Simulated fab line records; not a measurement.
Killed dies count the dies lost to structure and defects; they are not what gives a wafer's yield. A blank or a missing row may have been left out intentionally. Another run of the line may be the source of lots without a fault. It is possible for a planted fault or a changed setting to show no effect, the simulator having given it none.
Matching of chambers / flow n5Finfet / N5_BEOL_M2_STRIP_66 on rieDiel-05 has 4 sister chambers
The step strips in CF4. 4 wafers are shown with their chamber, then 10 later ones without.

== WAFERS PAIRED WITH THEIR CHAMBERS ==
wafer=L078.6; chamber=1; drypumpMotorCurrentA (A)=6.4
wafer=L085.6; chamber=2; drypumpMotorCurrentA (A)=5.2
wafer=L087.1; chamber=0; drypumpMotorCurrentA (A)=5.9
wafer=L087.4; chamber=3; drypumpMotorCurrentA (A)=4.9

== WAFERS WITH NO CHAMBER GIVEN ==
wafer=L087.6; drypumpMotorCurrentA (A)=4.9
wafer=L091.4; drypumpMotorCurrentA (A)=5.2
wafer=L091.5; drypumpMotorCurrentA (A)=6.0
wafer=L091.6; drypumpMotorCurrentA (A)=4.9
wafer=L092.2; drypumpMotorCurrentA (A)=5.9
wafer=L092.3; drypumpMotorCurrentA (A)=4.9
wafer=L092.5; drypumpMotorCurrentA (A)=6.4
wafer=L097.1; drypumpMotorCurrentA (A)=5.9
wafer=L097.2; drypumpMotorCurrentA (A)=4.8
wafer=L097.6; drypumpMotorCurrentA (A)=5.2

== THE CHAMBER EACH PASSED THROUGH ==
wafer=L087.6; from the rows above=3; in truth=3
wafer=L091.4; from the rows above=2; in truth=2
wafer=L091.5; from the rows above=0; in truth=0
wafer=L091.6; from the rows above=3; in truth=3
wafer=L092.2; from the rows above=0; in truth=0
wafer=L092.3; from the rows above=3; in truth=3
wafer=L092.5; from the rows above=1; in truth=1
wafer=L097.1; from the rows above=0; in truth=0
wafer=L097.2; from the rows above=3; in truth=3
wafer=L097.6; from the rows above=2; in truth=2
Correctly placed: 10 of 10. From these rows, 0 cannot be placed. 0 placed wrongly.
How it was worked out, from the rows above alone: a wafer's distance from a chamber is the root of the sum, over the readings, of the square of ((its reading less the chamber's mean) divided by the reading's scatter). The wafer belongs to the nearest chamber; if the next one is less than 2 further off, it can't be placed. A chamber's mean is the mean of its shown wafers. The scatter: with one shown wafer a chamber, the root of the mean of the squares of how far each hidden wafer lies from its nearest shown one.
